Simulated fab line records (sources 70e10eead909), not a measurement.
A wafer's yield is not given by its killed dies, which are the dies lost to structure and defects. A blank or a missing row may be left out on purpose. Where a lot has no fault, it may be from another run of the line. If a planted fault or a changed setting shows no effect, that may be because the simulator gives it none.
fab line records	flow nandHarc
record lots=5	wafers=15	lastDay=24
route steps=1159 shown A_M0@1012 A_M1@1026
lots with no fault: from the same line, run without faults
startH: start of the lot's first displayed wafer, in hours after the record's first day	waitH: time in hours since the lot's previous step	" as in the row above	L1.1+2: one row covering several wafers at once	- either no value or no given start	* or withheld: withheld	< > ~ a bound
route shown NAME@n: a module of which the file shows steps, and the number in the route of the first	usual: average and standard deviation across the fault-free wafers	same: alike in all rows	chamber/n: place in a boat	sites: each site's reading	_std_site: the values' standard deviation	_edge_site: mean of outer sites minus mean of inner sites	radiusMm: how far each site lies from the wafer's centre	mask NAME#n: copy n	behind: tool/chamber where the wafer was last shaped	hold: the reason the lot was held/the length of the hold in hours/how it ended	device: which transistor (n, p or np) failed to switch	end of line: the route-end tests of the same wafers	a step with no rows: only its recipe	killed: dies that structure and defects cost at the first sort, which is not the same as the wafer's yield	map: a wafer's dies, x killed, . not, _ none there
set.NAME: the setting that was run; set.NAME@STEP: the one run at that earlier step	model.NAME: the simulator's own value behind a step, which no gauge read
lots at selected steps of the route; one table per step, one row per wafer
services: the hour from which a tool's chamber was out of use, counted from the record's first day as startH (under 0 if before that day), plus the number of hours and why
## steps
# step NHARC_A_M0_STRIP_19
# recipe timeS=600	tempC=30	chemistry=postEtchResidueRemover
lot.wafer	tool	chamber	startH	waitH
L075.3+1+2	wetBench-09	5,6,1	408.58	-
L081.6+1+3	wetBench-09	7,0,3	443.67	-
L085.6+5+3	wetBench-04	1,5,6	472.04	-
L091.1+5+4	wetBench-03	2,3,7	513.00	-
L093.4+1+2	wetBench-03	6,7,0	513.84	-
# step NHARC_A_M0_DEGAS_28
# recipe tempC=250	timeS=60
# usual heaterPowerW=322/33
lot.wafer	tool	chamber	startH	waitH	heaterPowerW
L075.3	pvdSputter-03	-	408.85	-	349
L075.1	"	-	"	"	269
L075.2	"	-	"	"	357
L081.3	pvdSputter-01	-	443.94	-	343
L081.1	"	-	"	"	365
L081.6	"	-	"	"	346
L085.3	pvdSputter-02	-	472.31	-	266
L085.5	"	-	"	"	312
L085.6	"	-	"	"	268
L091.4	pvdSputter-02	-	513.29	-	270
L091.1	"	-	"	"	346
L091.5	"	-	"	"	261
L093.1	pvdSputter-03	-	514.15	-	335
L093.2	"	-	"	"	269
L093.4	"	-	"	"	346
# step NHARC_A_M0_PRE_CLEAN_29
# recipe timeS=30	tempC=280	gas=H2/He
# usual heaterPowerW=393/41
lot.wafer	tool	chamber	startH	waitH	heaterPowerW
L075.3	pvdSputter-03	-	-	-	428
L075.1	"	-	"	"	445
L075.2	"	-	"	"	394
L081.1	pvdSputter-01	-	-	-	425
L081.3	"	-	"	"	443
L081.6	"	-	"	"	431
L085.3	pvdSputter-02	-	-	-	387
L085.6	"	-	"	"	383
L085.5	"	-	"	"	328
L091.1	pvdSputter-02	-	-	-	327
L091.4	"	-	"	"	385
L091.5	"	-	"	"	396
L093.2	pvdSputter-03	-	-	-	405
L093.4	"	-	"	"	337
L093.1	"	-	"	"	424
# step NHARC_A_M0_PVD_20
# recipe targetThkA=50	biasV=168.6	powerW=15000	chamberPressurePa=0.12	timeS=8.06	substrateTempC=50	material=TaN
# usual throttleValvePct=30.0/0.73
lot.wafer	tool	chamber	startH	waitH	throttleValvePct
L075.1	pvdSputter-03	-	-	-	29.9
L075.2	"	-	"	"	30.3
L075.3	"	-	"	"	30.2
L081.1	pvdSputter-01	-	-	-	30.3
L081.3	"	-	"	"	29.4
L081.6	"	-	"	"	30.2
L085.3	pvdSputter-02	-	-	-	30.2
L085.6	"	-	"	"	30.5
L085.5	"	-	"	"	30.1
L091.1	pvdSputter-02	-	-	-	30.5
L091.4	"	-	"	"	29.1
L091.5	"	-	"	"	30.2
L093.1	pvdSputter-03	-	-	-	31.0
L093.4	"	-	"	"	29.7
L093.2	"	-	"	"	30.9
# step NHARC_A_M0_PVD_21
# recipe targetThkA=300	chamberPressurePa=5	powerW=5000	substrateTempC=30	timeS=20.49	material=Cu
# usual throttleValvePct=30.0/0.77
lot.wafer	tool	chamber	startH	waitH	throttleValvePct
L075.3	pvdSputter-03	-	-	-	30.3
L075.2	"	-	"	"	29.9
L075.1	"	-	"	"	29.6
L081.3	pvdSputter-01	-	-	-	29.2
L081.1	"	-	"	"	30.2
L081.6	"	-	"	"	32.0
L085.3	pvdSputter-02	-	-	-	28.6
L085.6	"	-	"	"	28.7
L085.5	"	-	"	"	30.5
L091.4	pvdSputter-02	-	-	-	30.0
L091.1	"	-	"	"	28.6
L091.5	"	-	"	"	30.1
L093.1	pvdSputter-03	-	-	-	29.4
L093.2	"	-	"	"	30.6
L093.4	"	-	"	"	30.6
# step NHARC_A_M0_ECD_22
# recipe targetThkA=4000	bathTempC=25	material=Cu
lot.wafer	tool	chamber	startH	waitH
L075.1+2+3	ecdCu-01	0,1,1	409.21	-
L081.1+3+6	ecdCu-01	1,0,1	444.29	-
L085.3+5+6	ecdCu-01	1,0,1	472.81	-
L091.1+4+5	ecdCu-02	1,0,0	513.67	-
L093.1+2+4	ecdCu-01	0,1,1	514.67	-
# step NHARC_A_M0_ANNEAL_30
# recipe tempC=225	timeS=90
# usual wafer_temp_C_max=226.01/0.27
lot.wafer	tool	chamber	startH	waitH	wafer_temp_C_max
L075.1	rtpAnneal-01	0	409.59	-	225.72
L075.2	"	0	"	"	225.99
L075.3	"	0	"	"	225.94
L081.1	rtpAnneal-02	0	444.67	0.3	226.11
L081.3	"	0	"	"	226.20
L081.6	"	0	"	"	226.10
L085.3	rtpAnneal-02	0	473.14	-	225.66
L085.5	"	0	"	"	225.89
L085.6	"	0	"	"	226.12
L091.1	rtpAnneal-02	0	514.08	0.4	225.95
L091.4	"	0	"	"	226.28
L091.5	"	0	"	"	226.19
L093.1	rtpAnneal-01	0	515.11	-	225.58
L093.2	"	0	"	"	225.81
L093.4	"	0	"	"	225.79
# step NHARC_A_M0_CMP_23
# recipe tOverpolishS=20	targetThkNm=113.75
# usual motorCurrentA=11.9/0.88	retainingRingPressureFrac=0.999/0.0045	slurryFlowMlMin=150.0/0.47	timeToEndpointS=29.0/2.6
lot.wafer	tool	chamber	startH	waitH	motorCurrentA	retainingRingPressureFrac	slurryFlowMlMin	timeToEndpointS
L075.1	cmp-02	2	409.95	-	11.8	1.001	149.9	27.1
L075.2	"	3	"	"	12.5	1.001	149.3	31.3
L075.3	"	0	"	"	10.3	1.001	149.9	26.2
L081.3	cmp-03	0	445.02	-	12.5	0.989	150.1	27.9
L081.1	"	3	"	"	11.5	1.000	150.3	27.4
L081.6	"	1	"	"	11.9	0.997	150.1	27.7
L085.3	cmp-03	1	473.38	-	13.2	1.007	149.8	29.2
L085.6	"	1	"	"	12.3	1.004	150.0	27.8
L085.5	"	2	"	"	11.1	0.996	150.5	25.7
L091.4	cmp-02	3	514.42	-	12.6	0.995	149.7	33.6
L091.1	"	0	"	"	10.1	0.996	150.3	29.8
L091.5	"	3	"	"	12.2	0.994	149.4	30.9
L093.1	cmp-04	0	515.45	-	11.3	1.005	148.9	31.6
L093.2	"	1	"	"	11.6	1.001	150.4	33.7
L093.4	"	2	"	"	12.0	0.998	150.3	32.6
# step NHARC_A_M0_THK_MEAS_24
# recipe thkMeasGauge=xrf
# usual thkNm=113.9/1.6
lot.wafer	tool	chamber	startH	waitH	thkNm
L075.1	filmMetro-02	-	410.24	-	113.8
L075.2	"	-	"	"	115.1
L075.3	"	-	"	"	112.5
L081.1	filmMetro-02	-	445.34	-	110.4
L081.3	"	-	"	"	112.5
L081.6	"	-	"	"	113.0
L085.3	filmMetro-02	-	473.70	-	112.5
L085.5	"	-	"	"	114.9
L085.6	"	-	"	"	111.8
L091.1	filmMetro-01	-	514.74	-	114.7
L091.4	"	-	"	"	113.1
L091.5	"	-	"	"	116.4
L093.1	filmMetro-01	-	515.76	-	115.6
L093.2	"	-	"	"	115.2
L093.4	"	-	"	"	114.3
# step NHARC_A_M0_SRD_25
lot.wafer	tool	chamber	startH	waitH
L075.3+2+1	wetBench-10	2,3,6	410.28	0.0
L081.6+1+3	wetBench-08	0,2,3	445.39	0.1
L085.5+3+6	wetBench-08	7,2,3	473.74	0.0
L091.5+4+1	wetBench-10	0,3,5	514.78	0.0
L093.2+1+4	wetBench-10	4,5,7	515.80	0.0
# step NHARC_A_M0_INSPECT_27
# usual rawDefectCount=430/110
lot.wafer	tool	chamber	startH	waitH	rawDefectCount
L075.1	defectInspect-01	-	410.40	0.0	572
L075.2	"	-	"	"	409
L075.3	"	-	"	"	333
L081.1	defectInspect-02	-	445.50	0.0	303
L081.3	"	-	"	"	444
L081.6	"	-	"	"	397
L085.3	defectInspect-02	-	473.85	0.0	261
L085.5	"	-	"	"	348
L085.6	"	-	"	"	329
L091.1	defectInspect-01	-	514.91	0.0	500
L091.4	"	-	"	"	344
L091.5	"	-	"	"	296
L093.1	defectInspect-01	-	515.92	0.0	376
L093.2	"	-	"	"	491
L093.4	"	-	"	"	399
# step NHARC_A_M0_PRE_CLEAN_31
# recipe timeS=12	tempC=370	rfPowerW=300	gas=NH3
# usual heaterPowerW=609/79
lot.wafer	tool	chamber	startH	waitH	heaterPowerW
L075.1	pecvd-02	1	410.47	0.1	578
L075.2	"	2	"	"	565
L075.3	"	0	"	"	586
L081.1	pecvd-02	1	445.58	0.1	586
L081.3	"	2	"	"	527
L081.6	"	0	"	"	604
L085.3	pecvd-02	2	473.92	0.1	608
L085.6	"	2	"	"	592
L085.5	"	1	"	"	577
L091.1	pecvd-02	1	514.98	0.1	579
L091.5	"	1	"	"	581
L091.4	"	2	"	"	568
L093.1	pecvd-03	2	516.00	0.1	515
L093.2	"	0	"	"	675
L093.4	"	1	"	"	570
# step NHARC_A_M0_DEP_32
# recipe targetThkA=300	tempC=370	targetThkNm=30	pressureTorr=3	flowSccm=200	rfW=450	material=SiCN
# usual heaterPowerW=563/79
lot.wafer	tool	chamber	startH	waitH	heaterPowerW
L075.1	pecvd-02	1	410.54	0.1	515
L075.2	"	2	"	"	577
L075.3	"	0	"	"	569
L081.1	pecvd-02	1	445.69	0.1	546
L081.3	"	2	"	"	557
L081.6	"	0	"	"	561
L085.3	pecvd-02	2	474.00	0.1	544
L085.6	"	2	"	"	544
L085.5	"	1	"	"	484
L091.1	pecvd-02	1	515.06	0.1	501
L091.5	"	1	"	"	497
L091.4	"	2	"	"	559
L093.1	pecvd-03	2	516.11	0.1	477
L093.2	"	0	"	"	655
L093.4	"	1	"	"	574
# step NHARC_A_M1_DEP_00
# recipe targetThkA=1825	targetThkNm=182.5	tempC=withheld	pressureTorr=5	flowSccm=200	rfW=600	material=SiOC
lot.wafer	tool	chamber	startH	waitH
L075.2+1+3	pecvd-01	0,1,2	411.04	-
L081.3+1+6	pecvd-01	0,2,2	446.06	-
L085.3+5+6	pecvd-01	0,1,0	474.62	-
L091.1+4+5	pecvd-01	2,1,2	515.57	-
L093.1+2+4	pecvd-01	2,0,2	516.62	-
# step NHARC_A_M1_DEHYDRATE_01
# recipe tempC=150	timeS=120
# usual chillPlateTempC=22.99/0.1	resistLineTempC=22.99/0.1
lot.wafer	tool	chamber	startH	waitH	chillPlateTempC	resistLineTempC
L075.1	lithoTrack-01	0	411.44	-	23.05	23.10
L075.2	"	0	"	"	22.97	22.99
L075.3	"	0	"	"	22.89	23.06
L081.1	lithoTrack-06	0	446.47	-	22.89	22.92
L081.3	"	0	"	"	22.88	22.80
L081.6	"	0	"	"	22.81	23.02
L085.3	lithoTrack-01	0	474.93	-	22.89	23.17
L085.5	"	0	"	"	22.90	23.06
L085.6	"	0	"	"	22.87	23.11
L091.1	lithoTrack-01	0	515.88	-	23.02	23.01
L091.4	"	0	"	"	23.07	23.05
L091.5	"	0	"	"	22.87	22.99
L093.1	lithoTrack-06	0	516.98	-	23.01	22.93
L093.2	"	0	"	"	23.05	22.91
L093.4	"	0	"	"	22.73	22.91
# step NHARC_A_M1_HMDS_02
# recipe timeS=30
# usual chillPlateTempC=23.00/0.096	resistLineTempC=23.02/0.09
lot.wafer	tool	chamber	startH	waitH	chillPlateTempC	resistLineTempC
L075.1	lithoTrack-01	0	-	-	22.91	23.05
L075.2	"	0	"	"	22.85	23.00
L075.3	"	0	"	"	22.90	23.05
L081.1	lithoTrack-06	0	-	-	22.89	23.05
L081.3	"	0	"	"	22.98	23.16
L081.6	"	0	"	"	22.82	23.18
L085.3	lithoTrack-01	0	-	-	22.77	23.00
L085.5	"	0	"	"	23.02	23.01
L085.6	"	0	"	"	22.89	22.96
L091.1	lithoTrack-01	0	-	-	23.04	23.04
L091.4	"	0	"	"	22.97	23.03
L091.5	"	0	"	"	23.04	23.12
L093.1	lithoTrack-06	0	-	-	22.87	22.98
L093.2	"	0	"	"	22.94	23.13
L093.4	"	0	"	"	23.15	23.10
# step NHARC_A_M1_COAT_34
# recipe tempC=200	timeS=65
# usual chillPlateTempC=22.98/0.11	resistLineTempC=22.99/0.097
lot.wafer	tool	chamber	startH	waitH	chillPlateTempC	resistLineTempC
L075.1	lithoTrack-01	0	-	-	22.90	23.01
L075.2	"	0	"	"	22.95	23.00
L075.3	"	0	"	"	22.95	22.91
L081.1	lithoTrack-06	0	-	-	22.90	22.97
L081.3	"	0	"	"	22.92	22.99
L081.6	"	0	"	"	23.01	23.02
L085.3	lithoTrack-01	0	-	-	22.92	23.05
L085.5	"	0	"	"	23.11	23.08
L085.6	"	0	"	"	22.80	23.14
L091.1	lithoTrack-01	0	-	-	22.89	23.03
L091.4	"	0	"	"	23.04	23.09
L091.5	"	0	"	"	22.85	22.87
L093.1	lithoTrack-06	0	-	-	23.00	22.86
L093.2	"	0	"	"	23.03	23.04
L093.4	"	0	"	"	22.93	22.96
# step NHARC_A_M1_COAT_03
# recipe spinRpm=1500	resistThkNm=90
# usual chillPlateTempC=23.00/0.1	resistLineTempC=23.00/0.099
lot.wafer	tool	chamber	startH	waitH	chillPlateTempC	resistLineTempC
L075.1	lithoTrack-01	0	-	-	22.93	22.92
L075.2	"	0	"	"	22.94	22.82
L075.3	"	0	"	"	22.97	22.80
L081.1	lithoTrack-06	0	-	-	23.00	22.93
L081.3	"	0	"	"	22.94	22.86
L081.6	"	0	"	"	22.97	23.04
L085.3	lithoTrack-01	0	-	-	23.08	22.96
L085.5	"	0	"	"	22.94	23.08
L085.6	"	0	"	"	22.84	23.01
L091.1	lithoTrack-01	0	-	-	23.06	23.26
L091.4	"	0	"	"	22.94	23.01
L091.5	"	0	"	"	23.14	23.06
L093.1	lithoTrack-06	0	-	-	23.16	23.00
L093.2	"	0	"	"	23.23	22.91
L093.4	"	0	"	"	23.05	22.97
# step NHARC_A_M1_SOFTBAKE_04
# recipe tempC=105	timeS=55
# usual chillPlateTempC=22.97/0.12	resistLineTempC=23.00/0.093
lot.wafer	tool	chamber	startH	waitH	chillPlateTempC	resistLineTempC
L075.1	lithoTrack-01	0	-	-	22.94	23.21
L075.2	"	0	"	"	22.77	23.00
L075.3	"	0	"	"	22.97	23.00
L081.1	lithoTrack-06	0	-	-	22.88	23.01
L081.3	"	0	"	"	22.99	22.98
L081.6	"	0	"	"	22.95	23.11
L085.3	lithoTrack-01	0	-	-	22.82	23.05
L085.5	"	0	"	"	22.85	22.94
L085.6	"	0	"	"	22.90	23.07
L091.1	lithoTrack-01	0	-	-	23.03	22.98
L091.4	"	0	"	"	23.02	22.96
L091.5	"	0	"	"	22.90	23.08
L093.1	lithoTrack-06	0	-	-	22.97	22.99
L093.2	"	0	"	"	23.10	23.06
L093.4	"	0	"	"	23.05	23.07
# step NHARC_A_M1_EBR_05
# usual chillPlateTempC=23.02/0.11	resistLineTempC=23.02/0.1
lot.wafer	tool	chamber	startH	waitH	chillPlateTempC	resistLineTempC
L075.1	lithoTrack-01	0	-	-	23.17	23.03
L075.2	"	0	"	"	23.30	22.98
L075.3	"	0	"	"	23.02	22.89
L081.1	lithoTrack-06	0	-	-	23.16	23.07
L081.3	"	0	"	"	23.03	23.02
L081.6	"	0	"	"	23.05	23.07
L085.3	lithoTrack-01	0	-	-	22.99	22.96
L085.5	"	0	"	"	23.05	23.04
L085.6	"	0	"	"	22.99	23.10
L091.1	lithoTrack-01	0	-	-	23.06	23.06
L091.4	"	0	"	"	23.10	23.01
L091.5	"	0	"	"	23.04	23.02
L093.1	lithoTrack-06	0	-	-	22.98	22.99
L093.2	"	0	"	"	22.88	22.91
L093.4	"	0	"	"	23.01	23.08
# step NHARC_A_M1_EXPOSE_06
# recipe na=1.35	targetCdNm=120	doseMj=75.13	maskId=A_M1
lot.wafer	tool	chamber	startH	waitH	mask
L075.1+2+3	arfiScanner-02	0	411.73	-	A_M1#0
L081.1+3+6	arfiScanner-02	0	446.76	-	A_M1#0
L085.3+5+6	arfiScanner-02	0	475.23	-	A_M1#0
L091.1+4+5	arfiScanner-02	0	516.17	-	A_M1#0
L093.1+2+4	arfiScanner-03	0	517.26	-	A_M1#0
## services
tool	chamber	startH	hours	kind
cmp-03	-	391.96	2.9	repair
pvdSputter-02	-	392.02	10.0	pm
cmp-02	-	395.13	0.6	repair
wetBench-08	-	406.40	8.0	pm
cmp-02	-	412.38	2.1	repair
pvdSputter-02	-	415.97	2.9	repair
pecvd-01	-	418.00	13.0	pm
wetBench-10	-	423.24	8.0	pm
cmp-02	-	424.11	4.0	pm
arfiScanner-02	-	428.00	4.0	pm
cmp-02	-	430.19	5.5	repair
lithoTrack-01	-	443.01	7.0	pm
cmp-02	-	446.19	0.7	repair
wetBench-08	-	447.64	3.4	repair
ecdCu-01	-	448.00	8.0	pm
cmp-03	-	449.40	11.6	repair
pvdSputter-03	-	458.00	10.0	pm
pecvd-01	1	462.62	10.6	repair
lithoTrack-06	-	467.00	7.0	pm
pvdSputter-02	-	487.12	0.6	repair
ecdCu-01	-	492.89	0.9	repair
pvdSputter-03	-	509.94	3.9	repair
pvdSputter-01	-	514.00	10.0	pm
pecvd-02	-	515.49	13.0	pm
## key
fault none
